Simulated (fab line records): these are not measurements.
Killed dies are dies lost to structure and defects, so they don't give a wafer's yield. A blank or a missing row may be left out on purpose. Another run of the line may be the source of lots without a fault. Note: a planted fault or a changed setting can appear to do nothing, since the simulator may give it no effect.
fab line records | flow n5-finfet
[record] lots = 24 wafers = 72 last-day = 18
route steps=1938 shown MOL_CONTACT_COAG@575 BEOL_M0_SAQP@638
lots that met no fault: taken from a fault-free run of the same line
start-h: the number of hours between the record's first day and the start of the first shown wafer of the lot | wait-h: hours from the lot's prior step to this one | " as in the row above | L1.1+2: a row that stands for several wafers | - value missing, or start not given | * or withheld: withheld | < > ~ a bound
route shown NAME@n: NAME is a module with steps in the file, n the number in the route of the first one | usual: mean/standard deviation of fault-free wafers | same: alike in all rows | chamber/n: place in a boat | sites: the reading at each site | _std_site: their standard deviation | _edge_site: mean of outer sites minus mean of inner sites | radius-mm: for every site, how far away it sits from the centre of the wafer | mask NAME#n: copy n | behind: tool/chamber where the wafer was last shaped | hold: what put the lot on hold/how long, in hours/how the hold closed | device: transistor that didn't switch, given as n, p or np | end of line: the tests these same wafers got at the end of their route | a step without rows: its recipe alone | killed: dies that structure and defects cost at the first sort, which is not the same as the wafer's yield | map: per-die view of a wafer (x killed, . not killed, _ where there is no die)
set.NAME: the setting the step ran with; set.NAME@STEP: the setting that earlier step ran with | model.NAME: the simulator's own value behind a step, which no gauge read
a sample of lots followed through the steps of the route, with each step as a table and each wafer as a row
services: the hour from which a tool's chamber was out of use, counted from the record's first day as start-h (under 0 if before that day), plus the number of hours and why
[[steps]]
[step N5_MOL_CONTACT_COAG_INSPECT_57]
[recipe] mode = adi inspect-instrument = brightfield
[usual] raw-defect-count = 228/49
// columns lot.wafer tool chamber start-h wait-h raw-defect-count
L074.1 defect-inspect-02 - 107.34 0.1 137
L074.4 " - " " 197
L074.5 " - " " 313
L075.3 defect-inspect-01 - 112.34 0.0 187
L075.5 " - " " 127
L075.6 " - " " 149
L076.1 defect-inspect-01 - 112.79 0.1 264
L076.3 " - " " 309
L076.5 " - " " 234
L078.1 defect-inspect-02 - 125.81 0.1 198
L078.4 " - " " 183
L078.5 " - " " 195
L077.1 defect-inspect-01 - 126.32 0.1 236
L077.5 " - " " 186
L077.6 " - " " 202
L079.2 defect-inspect-02 - 135.33 0.0 149
L079.4 " - " " 251
L079.6 " - " " 199
L080.1 defect-inspect-02 - 135.81 0.1 186
L080.2 " - " " 194
L080.5 " - " " 236
L081.1 defect-inspect-01 - 143.76 0.1 299
L081.2 " - " " 326
L081.5 " - " " 311
L082.2 defect-inspect-02 - 149.13 0.0 244
L082.4 " - " " 161
L082.5 " - " " 293
L083.1 defect-inspect-02 - 155.34 0.1 256
L083.2 " - " " 224
L083.5 " - " " 236
L084.1 defect-inspect-02 - 162.76 0.1 210
L084.4 " - " " 223
L084.5 " - " " 196
L085.2 defect-inspect-02 - 169.02 0.0 334
L085.5 " - " " 261
L085.6 " - " " 252
L086.1 defect-inspect-02 - 169.32 0.1 221
L086.3 " - " " 296
L086.4 " - " " 311
L087.3 defect-inspect-02 - 173.42 0.0 161
L087.5 " - " " 179
L087.6 " - " " 215
L088.1 defect-inspect-02 - 184.34 0.1 191
L088.2 " - " " 171
L088.3 " - " " 220
L089.1 defect-inspect-02 - 191.01 0.1 203
L089.4 " - " " 231
L089.6 " - " " 256
L090.1 defect-inspect-01 - 196.43 0.1 220
L090.4 " - " " 245
L090.5 " - " " 188
L091.1 defect-inspect-01 - 201.84 0.1 150
L091.4 " - " " 244
L091.5 " - " " 215
L092.1 defect-inspect-02 - 209.67 0.1 185
L092.4 " - " " 156
L092.5 " - " " 204
L093.1 defect-inspect-02 - 215.22 0.1 261
L093.4 " - " " 216
L093.6 " - " " 195
L094.1 defect-inspect-02 - 223.50 0.1 342
L094.5 " - " " 310
L094.6 " - " " 213
L095.3 defect-inspect-02 - 225.74 0.0 307
L095.5 " - " " 235
L095.6 " - " " 211
L096.1 defect-inspect-02 - 231.21 0.1 265
L096.3 " - " " 243
L096.5 " - " " 273
L097.2 defect-inspect-01 - 238.37 0.1 213
L097.4 " - " " 168
L097.6 " - " " 222
[step N5_MOL_CONTACT_COAG_ETCH_66]
[recipe] chemistry = CF4 target = SiARC target-depth-a = 130 mask-material = CAR-EUV time-s = 21.7 ion-energy-ev = 80 pressure-mtorr = 40 source-w = 545 bias-w = 36 Ar_flow_sccm = 100 cf4-flow-sccm = 100 ends = cleared
[usual] drypump-motor-current-A = 5.8/0.4 etch-rf-on-time-s = 21.7/0.39 oes-product-au = 0.69/0.066 rf-vpp-V = 184.2/1.2 showerhead-plenum-p-Torr = 2.16/0.065 throttle-valve-pct = 15.64/0.29
// columns lot.wafer tool chamber start-h wait-h drypump-motor-current-A etch-rf-on-time-s oes-product-au rf-hours-counter-h rf-vpp-V showerhead-plenum-p-Torr throttle-valve-pct
L074.1 rie-diel-01 2 110.12 0.0 5.8 21.8 0.64 160 185.0 2.23 15.76
L074.4 " 1 " " 5.5 21.1 0.72 - 184.2 2.17 15.21
L074.5 " 0 " " 5.5 21.7 0.80 - 182.1 2.11 15.78
L075.3 rie-diel-03 0 113.82 0.0 6.0 22.0 0.62 199 184.3 2.22 15.91
L075.5 " 1 " " 5.8 22.1 0.80 - 184.4 2.28 15.24
L075.6 " 0 " " 6.0 21.9 0.62 - 185.4 2.21 15.90
L076.1 rie-diel-03 0 114.19 0.0 6.0 21.8 0.62 199 185.4 2.22 15.93
L076.3 " 1 " " 5.8 22.0 0.79 11 184.8 2.28 15.26
L076.5 " 2 " " 5.7 21.8 0.70 - 186.2 2.25 15.69
L078.1 rie-diel-06 2 127.43 0.0 6.9 21.5 0.65 158 184.9 2.14 16.04
L078.4 " 1 " " 5.8 21.2 0.73 65 183.9 2.09 15.78
L078.5 " 0 " " 5.8 21.4 0.67 - 184.7 2.15 15.66
L077.1 rie-diel-01 3 128.52 0.0 6.1 22.3 0.57 246 185.1 2.11 15.61
L077.5 " 3 " " 6.1 22.5 0.56 - 183.6 2.11 15.61
L077.6 " 0 " " 5.5 21.8 0.79 - 182.6 2.11 15.78
L079.2 rie-diel-01 1 136.95 0.0 5.5 21.1 0.72 90 183.6 2.16 15.22
L079.4 " 2 " " 5.9 21.5 0.63 171 184.6 2.23 15.79
L079.6 " 3 " " 6.1 22.2 0.57 - 184.2 2.11 15.61
L080.1 rie-diel-06 0 137.68 0.0 5.8 21.6 0.67 125 184.4 2.15 15.68
L080.2 " 1 " " 5.8 21.2 0.72 70 183.3 2.08 15.80
L080.5 " 3 " " 5.4 21.0 0.74 - 184.5 2.17 15.40
L081.1 rie-diel-06 0 146.32 0.0 5.7 21.5 0.66 128 185.2 2.15 15.68
L081.2 " 2 " " 6.8 21.6 0.64 165 183.6 2.14 16.07
L081.5 " 1 " " 5.8 20.9 0.73 - 182.8 2.08 15.81
L082.2 rie-diel-06 1 151.34 0.0 5.7 21.2 0.72 74 182.2 2.08 15.80
L082.4 " 3 " " 5.4 21.4 0.73 78 184.5 2.17 15.42
L082.5 " 3 " " 5.4 21.1 0.74 - 184.0 2.17 15.40
L083.1 rie-diel-06 3 156.68 0.0 5.4 21.1 0.74 79 183.8 2.17 15.41
L083.2 " 2 " " 6.8 22.0 0.64 168 182.6 2.14 16.07
L083.5 " 2 " " 6.8 21.7 0.64 - 183.1 2.14 16.07
L084.1 rie-diel-03 3 164.10 0.0 5.1 22.7 0.60 214 182.4 2.04 15.83
L084.4 " 2 " " 5.6 22.2 0.68 102 184.6 2.24 15.72
L084.5 " 2 " " 5.7 22.2 0.68 - 184.5 2.24 15.71
L085.2 rie-diel-01 3 170.81 0.0 6.1 21.4 0.80 4 182.1 2.10 15.12
L085.5 " 1 " " 5.5 21.3 0.70 - 183.5 2.16 15.24
L085.6 " 0 " " 5.4 21.6 0.76 - 182.5 2.10 15.82
L086.1 rie-diel-03 1 171.93 0.0 5.8 22.3 0.76 32 186.2 2.27 15.28
L086.3 " 0 " " 6.0 22.1 0.61 218 184.2 2.21 15.97
L086.4 " 3 " " 5.1 22.4 0.60 217 182.6 2.04 15.80
L087.3 rie-diel-01 3 174.94 0.0 6.1 21.5 0.79 5 184.7 2.10 15.15
L087.5 " 2 " " 5.8 21.4 0.63 - 184.1 2.22 15.83
L087.6 " 1 " " 5.5 21.0 0.71 - 186.2 2.16 15.26
L088.1 rie-diel-06 3 186.14 0.0 5.4 21.1 0.72 88 183.8 2.16 15.43
L088.2 " 0 " " 5.8 21.5 0.65 140 182.9 2.15 15.71
L088.3 " 1 " " 5.8 21.2 0.71 83 184.0 2.08 15.83
L089.1 rie-diel-01 0 193.72 0.0 5.5 21.6 0.75 37 182.5 2.10 15.83
L089.4 " 1 " " 5.5 21.1 0.69 112 184.0 2.16 15.25
L089.6 " 0 " " 5.5 21.6 0.74 - 182.2 2.10 15.85
L090.1 rie-diel-01 2 198.74 0.0 5.8 21.8 0.62 193 185.1 2.22 15.82
L090.4 " 1 " " 5.5 21.1 0.69 114 184.1 2.16 15.27
L090.5 " 3 " " 6.1 21.5 0.78 - 184.1 2.10 15.14
L091.1 rie-diel-01 1 203.23 0.0 5.5 21.1 0.70 116 184.9 2.16 15.28
L091.4 " 3 " " 6.1 21.4 0.77 12 182.6 2.10 15.17
L091.5 " 1 " " 5.5 21.2 0.69 - 184.8 2.16 15.28
L092.1 rie-diel-01 3 211.37 0.0 6.1 21.3 0.78 15 182.7 2.10 15.15
L092.4 " 2 " " 5.9 21.8 0.61 197 185.4 2.22 15.84
L092.5 " 1 " " 5.5 21.5 0.69 - 182.7 2.15 15.28
L093.1 rie-diel-03 1 216.64 0.0 5.8 22.0 0.74 46 184.0 2.27 15.31
L093.4 " 2 " " 5.7 21.9 0.67 118 184.2 2.24 15.76
L093.6 " 3 " " 5.1 22.4 0.59 - 182.2 2.03 15.84
L094.1 rie-diel-03 2 225.11 0.0 5.6 21.6 0.67 121 185.9 2.23 15.77
L094.5 " 2 " " 5.6 21.6 0.67 - 186.3 2.23 15.77
L094.6 " 3 " " 5.1 22.1 0.59 - 182.4 2.03 15.86
L095.3 rie-diel-01 3 227.22 0.0 6.1 21.6 0.76 20 183.9 2.10 15.15
L095.5 " 3 " " 6.1 21.6 0.76 - 182.6 2.10 15.16
L095.6 " 0 " " 5.5 21.5 0.74 - 180.8 2.10 15.87
L096.1 rie-diel-01 1 232.54 0.0 5.5 21.3 0.68 126 184.1 2.15 15.30
L096.3 " 0 " " 5.5 21.8 0.74 52 182.7 2.10 15.88
L096.5 " 3 " " 6.1 21.6 0.75 - 183.7 2.10 15.17
L097.2 rie-diel-03 2 239.88 0.0 5.6 21.8 0.67 126 185.3 2.23 15.77
L097.4 " 1 " " 5.8 22.0 0.73 54 185.4 2.26 15.33
L097.6 " 0 " " 6.0 22.0 0.60 - 184.4 2.20 16.01
[step N5_MOL_CONTACT_COAG_ALD_133]
[recipe] material = SiO2 target-thk-a = 50 temp-c = 100 ald-precursor-family = BDEAS ald-co-reactant = O2-plasma pulse-time-s = 1 co-reactant-pulse-time-s = 1 purge-time-s = 2 co-reactant-purge-time-s = 2 ald-cycles = 35 pressure-torr = 2
[usual] heater-power-w = 76/8.7 precursor-pulse-height-rel = 1.000/0.02
[same] ald-cycles = 35 purge-time-s = 2
// columns lot.wafer tool chamber start-h wait-h heater-power-w precursor-pulse-height-rel
L074.1 ald-sin-01 2 110.57 0.4 74 0.994
L074.4 " 1 " " 82 0.989
L074.5 " 1 " " 83 1.005
L075.3 ald-sin-02 2 114.10 0.3 77 0.967
L075.5 " 2 " " 76 1.042
L075.6 " 3 " " 60 1.017
L076.1 ald-sin-03 3 114.54 0.3 68 0.996
L076.3 " 1 " " 80 1.032
L076.5 " 2 " " 73 1.012
L078.1 ald-sin-03 3 127.51 0.1 71 1.007
L078.4 " 1 " " 79 0.980
L078.5 " 3 " " 71 1.000
L077.1 ald-sin-02 2 128.60 0.1 78 0.998
L077.5 " 3 " " 61 0.988
L077.6 " 0 " " 94 1.007
L079.2 ald-sin-01 1 137.03 0.1 82 0.993
L079.4 " 0 " " 77 1.013
L079.6 " 1 " " 82 1.021
L080.1 ald-sin-02 1 137.76 0.1 71 1.047
L080.2 " 2 " " 77 1.010
L080.5 " 3 " " 60 1.014
L081.1 ald-sin-03 2 146.44 0.1 72 0.962
L081.2 " 3 " " 71 0.966
L081.5 " 1 " " 80 0.990
L082.2 ald-sin-02 0 151.42 0.1 93 1.016
L082.4 " 3 " " 61 0.971
L082.5 " 2 " " 79 0.981
L083.1 ald-sin-02 2 156.76 0.1 78 1.032
L083.2 " 3 " " 61 0.985
L083.5 " 2 " " 77 1.016
L084.1 ald-sin-02 0 164.18 0.1 93 0.991
L084.4 " 3 " " 61 1.018
L084.5 " 0 " " 93 0.992
L085.2 ald-sin-01 0 170.89 0.1 77 1.004
L085.5 " 2 " " 73 0.983
L085.6 " 3 " " 77 0.996
L086.1 ald-sin-03 0 172.01 0.1 84 0.988
L086.3 " 1 " " 80 0.998
L086.4 " 2 " " 74 0.981
L087.3 ald-sin-02 1 175.09 0.1 73 1.013
L087.5 " 0 " " 90 0.975
L087.6 " 1 " " 72 1.017
L088.1 ald-sin-02 1 187.14 1.0 73 0.961
L088.2 " 2 " " 77 1.040
L088.3 " 0 " " 92 1.006
L089.1 ald-sin-02 1 193.80 0.1 73 1.012
L089.4 " 2 " " 78 1.021
L089.6 " 0 " " 92 1.027
L090.1 ald-sin-02 2 198.84 0.1 76 0.990
L090.4 " 0 " " 94 0.977
L090.5 " 2 " " 77 0.992
L091.1 ald-sin-01 1 204.25 1.0 83 0.995
L091.4 " 3 " " 79 0.969
L091.5 " 2 " " 75 1.005
L092.1 ald-sin-03 2 211.54 0.1 71 0.983
L092.4 " 0 " " 80 1.002
L092.5 " 3 " " 67 0.987
L093.1 ald-sin-01 1 216.94 0.3 83 0.992
L093.4 " 0 " " 78 1.028
L093.6 " 3 " " 77 0.989
L094.1 ald-sin-03 2 225.19 0.1 69 0.997
L094.5 " 3 " " 69 0.998
L094.6 " 2 " " 70 1.006
L095.3 ald-sin-03 1 227.30 0.1 77 1.027
L095.5 " 3 " " 69 0.990
L095.6 " 0 " " 82 1.005
L096.1 ald-sin-01 1 232.86 0.3 83 1.018
L096.3 " 0 " " 78 1.002
L096.5 " 1 " " 83 0.973
L097.2 ald-sin-02 0 239.98 0.1 92 0.971
L097.4 " 1 " " 73 0.987
L097.6 " 0 " " 93 1.012
[step N5_BEOL_M0_SAQP_PECVD_04]
[recipe] material = a-Si target-thk-a = 600 temp-c = 350 precursor = SiH4/He pressure-torr = 3 rf-w = 100 time-s = 60.2
[usual] heater-power-w = 586/72 showerhead-plenum-p-Torr = 5.65/0.085 throttle-valve-pct = 18.8/1.3
// columns lot.wafer tool chamber start-h wait-h heater-power-w showerhead-plenum-p-Torr throttle-valve-pct
L074.1 pecvd-04 2 115.73 0.0 493 5.65 21.3
L074.4 " 2 " " 495 5.65 21.6
L074.5 " 2 " " 493 5.65 21.7
L075.3 pecvd-04 0 120.01 0.1 557 5.48 18.8
L075.5 " 2 " " 512 5.66 21.3
L075.6 " 0 " " 562 5.50 18.8
L076.1 pecvd-01 1 122.64 0.0 658 5.65 19.1
L076.3 " 2 " " 694 5.68 16.8
L076.5 " 2 " " 680 5.69 16.6
L078.1 pecvd-02 0 132.78 0.0 667 5.64 18.2
L078.4 " 1 " " 586 5.72 19.1
L078.5 " 2 " " 640 5.72 18.7
L077.1 pecvd-04 1 136.74 0.0 509 5.66 18.3
L077.5 " 1 " " 527 5.68 18.0
L077.6 " 0 " " 532 5.48 18.6
L079.2 pecvd-04 2 142.55 0.0 480 5.65 21.7
L079.4 " 0 " " 540 5.48 18.5
L079.6 " 1 " " 552 5.68 18.2
L080.1 pecvd-04 2 145.55 0.0 501 5.66 21.5
L080.2 " 1 " " 489 5.69 18.3
L080.5 " 0 " " 489 5.49 18.8
L081.1 pecvd-01 1 151.94 0.0 668 5.66 19.2
L081.2 " 2 " " 646 5.68 16.7
L081.5 " 1 " " 668 5.67 18.9
L082.2 pecvd-04 0 157.64 0.0 497 5.48 18.7
L082.4 " 0 " " 499 5.47 18.5
L082.5 " 1 " " 546 5.70 18.1
L083.1 pecvd-04 1 162.27 0.0 542 5.68 18.3
L083.2 " 0 " " 542 5.48 19.0
L083.5 " 0 " " 548 5.48 18.8
L084.1 pecvd-01 0 170.12 0.0 662 5.74 18.4
L084.4 " 1 " " 687 5.66 19.0
L084.5 " 2 " " 701 5.68 17.2
L085.2 pecvd-04 2 176.92 0.0 456 5.66 21.8
L085.5 " 1 " " 516 5.67 18.2
L085.6 " 2 " " 468 5.66 21.5
L086.1 pecvd-01 0 180.62 0.0 694 5.75 18.5
L086.3 " 2 " " 661 5.69 16.8
L086.4 " 0 " " 682 5.74 18.5
L087.3 pecvd-01 2 183.32 0.0 669 5.69 16.9
L087.5 " 2 " " 651 5.69 16.6
L087.6 " 1 " " 657 5.65 19.2
L088.1 pecvd-02 2 192.30 0.0 570 5.74 18.6
L088.2 " 1 " " 548 5.73 19.2
L088.3 " 0 " " 642 5.62 18.1
L089.1 pecvd-02 2 199.86 0.0 598 5.71 18.3
L089.4 " 0 " " 632 5.64 18.3
L089.6 " 2 " " 622 5.70 18.7
L090.1 pecvd-04 1 204.91 0.0 560 5.68 18.0
L090.4 " 0 " " 518 5.48 18.9
L090.5 " 0 " " 520 5.48 18.7
L091.1 pecvd-04 0 211.19 0.0 544 5.48 18.5
L091.4 " 0 " " 557 5.48 18.9
L091.5 " 1 " " 532 5.67 17.9
L092.1 pecvd-01 0 218.66 0.0 652 5.75 18.4
L092.4 " 1 " " 642 5.67 19.3
L092.5 " 0 " " 669 5.75 18.4
L093.1 pecvd-04 1 222.28 0.0 480 5.65 18.2
L093.4 " 0 " " 560 5.48 18.8
L093.6 " 0 " " 577 5.47 19.1
L094.1 pecvd-01 0 231.01 0.0 691 5.75 18.7
L094.5 " 0 " " 714 5.73 18.5
L094.6 " 2 " " 689 5.69 16.8
L095.3 pecvd-02 0 234.13 0.0 596 5.64 18.6
L095.5 " 0 " " 593 5.64 18.5
L095.6 " 2 " " 652 5.72 18.4
L096.1 pecvd-01 1 239.14 0.0 664 5.68 19.0
L096.3 " 0 " " 685 5.74 18.1
L096.5 " 2 " " 688 5.69 17.1
L097.2 pecvd-02 1 247.14 0.0 574 5.71 19.1
L097.4 " 2 " " 566 5.70 19.0
L097.6 " 1 " " 583 5.71 19.3
[step N5_BEOL_M0_SAQP_OVL_MEAS_15]
[recipe] points-per-wafer = 44
[usual] M0_CORE_OVL = 0.2/0.66
[same] points-per-wafer = 44
// columns lot.wafer tool chamber start-h wait-h M0_CORE_OVL[nm]
L074.1 overlay-01 0 116.25 0.0 -1.6
L074.4 " 0 " " 0.2
L074.5 " 0 " " 0.6
L075.3 overlay-02 0 120.62 0.0 0.0
L075.5 " 0 " " 1.2
L075.6 " 0 " " 1.2
L076.1 overlay-02 0 123.25 0.0 0.4
L076.3 " 0 " " 0.2
L076.5 " 0 " " -1.0
L078.1 overlay-02 0 133.39 0.0 0.5
L078.4 " 0 " " 1.0
L078.5 " 0 " " 1.1
L077.1 overlay-02 0 137.23 0.0 0.9
L077.5 " 0 " " 0.3
L077.6 " 0 " " 0.9
L079.2 overlay-02 0 143.06 0.0 0.2
L079.4 " 0 " " 0.8
L079.6 " 0 " " 0.0
L080.1 overlay-01 0 146.18 0.0 0.4
L080.2 " 0 " " 1.1
L080.5 " 0 " " 0.1
L081.1 overlay-02 0 152.59 0.0 0.6
L081.2 " 0 " " 0.0
L081.5 " 0 " " 0.6
L082.2 overlay-01 0 158.12 0.0 -0.2
L082.4 " 0 " " 0.2
L082.5 " 0 " " 0.6
L083.1 overlay-02 0 162.88 0.0 0.0
L083.2 " 0 " " -1.1
L083.5 " 0 " " 0.2
L084.1 overlay-02 0 170.73 0.0 1.4
L084.4 " 0 " " 1.3
L084.5 " 0 " " 1.9
L085.2 overlay-01 0 177.53 0.0 -0.2
L085.5 " 0 " " 0.6
L085.6 " 0 " " 0.6
L086.1 overlay-02 0 181.10 0.0 0.0
L086.3 " 0 " " -1.1
L086.4 " 0 " " -0.6
L087.3 overlay-01 0 183.93 0.0 1.7
L087.5 " 0 " " 1.0
L087.6 " 0 " " 0.9
L088.1 overlay-01 0 192.91 0.0 0.5
L088.2 " 0 " " 0.7
L088.3 " 0 " " -0.1
L089.1 overlay-02 0 200.49 0.0 0.6
L089.4 " 0 " " 1.0
L089.6 " 0 " " 0.9
L090.1 overlay-02 0 205.55 0.0 0.6
L090.4 " 0 " " -0.6
L090.5 " 0 " " 0.1
L091.1 overlay-01 0 211.71 0.0 -0.9
L091.4 " 0 " " -1.4
L091.5 " 0 " " -1.0
L092.1 overlay-02 0 219.27 0.0 -0.3
L092.4 " 0 " " -0.3
L092.5 " 0 " " 0.1
L093.1 overlay-01 0 222.79 0.0 0.0
L093.4 " 0 " " 0.5
L093.6 " 0 " " 0.2
L094.1 overlay-02 0 231.49 0.0 -0.8
L094.5 " 0 " " 0.9
L094.6 " 0 " " 0.8
L095.3 overlay-02 0 234.74 0.0 1.1
L095.5 " 0 " " 0.3
L095.6 " 0 " " 0.4
L096.1 overlay-01 0 239.76 0.0 0.6
L096.3 " 0 " " 0.5
L096.5 " 0 " " 0.4
L097.2 overlay-01 0 247.62 0.0 0.1
L097.4 " 0 " " 1.2
L097.6 " 0 " " 0.2
[step N5_BEOL_M0_SAQP_SPACER2_ETCHBACK_27]
[recipe] chemistry = CHF3/O2 mode = anisotropic-etchback target = SiO2 target-depth-a = 225 time-s = 11.25 pressure-mtorr = 30 source-w = 650 bias-w = 170 Ar_flow_sccm = 200 CHF3_flow_sccm = 50 O2_flow_sccm = 5 ion-energy-ev = 200
[usual] drypump-motor-current-A = 5.8/0.53 oes-product-au = 0.73/0.055 rf-vpp-V = 525/5.7 showerhead-plenum-p-Torr = 2.39/0.066 throttle-valve-pct = 19.06/0.22
// columns lot.wafer tool chamber start-h wait-h drypump-motor-current-A oes-product-au rf-hours-counter-h rf-vpp-V showerhead-plenum-p-Torr throttle-valve-pct
L074.1 rie-diel-04 1 119.60 0.3 6.6 0.79 141 513 2.32 19.00
L074.4 " 0 " " 6.1 0.74 161 524 2.41 19.05
L074.5 " 2 " " 5.5 0.78 - 531 2.50 18.92
L075.3 rie-diel-02 2 124.23 0.3 5.6 0.77 117 533 2.42 18.62
L075.5 " 0 " " 6.1 0.72 - 523 2.39 19.27
L075.6 " 3 " " 4.8 0.75 - 520 2.41 19.12
L076.1 rie-diel-05 1 127.73 0.3 6.7 0.72 191 530 2.39 19.11
L076.3 " 2 " " 5.5 0.71 227 519 2.38 18.85
L076.5 " 1 " " 6.7 0.71 - 532 2.39 19.12
L078.1 rie-diel-05 3 136.62 0.3 5.6 0.72 187 532 2.39 19.37
L078.4 " 2 " " 5.5 0.71 229 518 2.37 18.87
L078.5 " 1 " " 6.7 0.72 - 532 2.39 19.12
L077.1 rie-diel-02 3 141.78 0.3 4.7 0.74 172 521 2.41 19.14
L077.5 " 2 " " 5.6 0.78 - 531 2.42 18.65
L077.6 " 3 " " 4.8 0.75 - 519 2.41 19.12
L079.2 rie-diel-04 0 146.54 0.3 6.1 0.73 170 524 2.41 19.07
L079.4 " 2 " " 5.5 0.76 158 529 2.50 18.94
L079.6 " 0 " " 6.1 0.73 - 524 2.41 19.04
L080.1 rie-diel-04 0 149.42 0.3 6.1 0.73 171 523 2.41 19.06
L080.2 " 2 " " 5.5 0.76 159 530 2.50 18.93
L080.5 " 1 " " 6.6 0.78 - 513 2.31 19.02
L081.1 rie-diel-04 3 156.48 0.3 5.7 0.70 232 524 2.29 19.31
L081.2 " 2 " " 5.5 0.76 161 530 2.50 18.93
L081.5 " 3 " " 5.7 0.70 - 523 2.29 19.30
L082.2 rie-diel-04 1 162.20 0.5 6.6 0.77 155 512 2.31 19.03
L082.4 " 2 " " 5.5 0.76 163 528 2.50 18.93
L082.5 " 3 " " 5.6 0.70 - 523 2.29 19.30
L083.1 rie-diel-04 3 166.09 0.3 5.7 0.71 235 524 2.28 19.30
L083.2 " 2 " " 5.5 0.76 164 530 2.50 18.92
L083.5 " 0 " " 6.1 0.72 - 524 2.41 19.06
L084.1 rie-diel-02 0 174.95 0.3 6.0 0.70 215 523 2.38 19.31
L084.4 " 3 " " 4.8 0.75 184 520 2.41 19.14
L084.5 " 0 " " 6.0 0.71 - 521 2.38 19.30
L085.2 rie-diel-05 1 180.95 0.3 6.7 0.71 207 533 2.38 19.12
L085.5 " 3 " " 5.6 0.71 - 532 2.39 19.39
L085.6 " 2 " " 5.5 0.69 - 518 2.37 18.87
L086.1 rie-diel-05 0 184.88 0.3 5.4 0.69 215 526 2.38 19.05
L086.3 " 1 " " 6.7 0.71 208 531 2.38 19.12
L086.4 " 2 " " 5.5 0.70 243 519 2.37 18.88
L087.3 rie-diel-04 3 188.54 0.3 5.7 0.69 243 524 2.28 19.32
L087.5 " 0 " " 6.2 0.72 - 525 2.40 19.07
L087.6 " 1 " " 6.6 0.76 - 514 2.31 19.03
L088.1 rie-diel-05 1 196.21 0.3 6.7 0.70 211 531 2.38 19.14
L088.2 " 3 " " 5.6 0.71 203 532 2.38 19.40
L088.3 " 0 " " 5.4 0.69 218 527 2.38 19.04
L089.1 rie-diel-04 2 205.16 0.4 5.5 0.76 176 528 2.49 18.96
L089.4 " 1 " " 6.6 0.75 167 512 2.31 19.03
L089.6 " 0 " " 6.1 0.72 - 525 2.40 19.08
L090.1 rie-diel-05 1 209.99 0.3 6.7 0.70 215 533 2.38 19.13
L090.4 " 3 " " 5.6 0.70 - 532 2.38 19.39
L090.5 " 1 " " 6.7 0.70 - 531 2.38 19.15
L091.1 rie-diel-02 2 215.02 0.3 5.6 0.75 145 532 2.41 18.66
L091.4 " 1 " " 5.9 0.94 19 528 2.57 18.57
L091.5 " 1 " " 5.9 0.93 - 530 2.57 18.56
L092.1 rie-diel-05 3 222.86 0.4 5.6 0.70 212 530 2.38 19.41
L092.4 " 3 " " 5.6 0.70 - 530 2.38 19.41
L092.5 " 0 " " 5.4 0.68 - 528 2.38 19.07
L093.1 rie-diel-04 2 226.22 0.3 5.5 0.74 184 528 2.49 18.95
L093.4 " 0 " " 6.1 0.71 - 525 2.40 19.10
L093.6 " 1 " " 6.6 0.77 - 513 2.30 19.05
L094.1 rie-diel-02 1 235.74 0.3 5.9 0.91 25 531 2.56 18.58
L094.5 " 3 " " 4.7 0.72 - 519 2.40 19.20
L094.6 " 2 " " 5.6 0.74 - 532 2.41 18.70
L095.3 rie-diel-05 1 238.41 0.3 6.7 0.70 225 532 2.38 19.18
L095.5 " 0 " " 5.4 0.68 - 528 2.37 19.05
L095.6 " 1 " " 6.7 0.70 - 531 2.38 19.15
L096.1 rie-diel-02 3 242.94 0.3 4.8 0.72 207 519 2.40 19.20
L096.3 " 1 " " 5.9 0.91 27 529 2.56 18.58
L096.5 " 1 " " 5.9 0.91 - 530 2.56 18.58
L097.2 rie-diel-02 3 253.55 0.3 4.7 0.72 209 520 2.40 19.19
L097.4 " 2 " " 5.6 0.75 157 532 2.40 18.68
L097.6 " 3 " " 4.8 0.72 - 520 2.40 19.19
[[services]]
// columns tool chamber start-h hours kind
pecvd-01 1 86.23 11.2 repair
rie-diel-02 3 86.41 11.3 repair
ald-sin-01 3 89.03 4.4 repair
rie-diel-04 3 97.35 10.8 repair
rie-diel-04 - 100.48 4.0 repair
rie-diel-01 3 105.15 7.8 repair
rie-diel-02 - 139.51 0.9 repair
pecvd-01 0 148.21 20.6 repair
rie-diel-06 - 174.50 0.2 repair
ald-sin-03 - 176.81 14.0 pm
ald-sin-01 - 189.68 4.3 pm
rie-diel-03 1 191.39 1.3 repair
pecvd-01 2 196.46 8.4 repair
rie-diel-02 0 202.66 7.8 repair
rie-diel-02 2 206.69 6.6 repair
ald-sin-02 3 212.69 12.1 repair
ald-sin-02 1 221.04 5.6 repair
ald-sin-02 2 226.91 10.4 repair
ald-sin-03 1 227.38 3.0 repair
pecvd-04 - 229.84 4.3 pm
pecvd-04 - 236.77 3.5 repair
rie-diel-01 1 247.05 2.6 repair
rie-diel-03 3 247.54 9.3 repair
ald-sin-02 0 253.08 4.4 repair
[[key]]
fault none
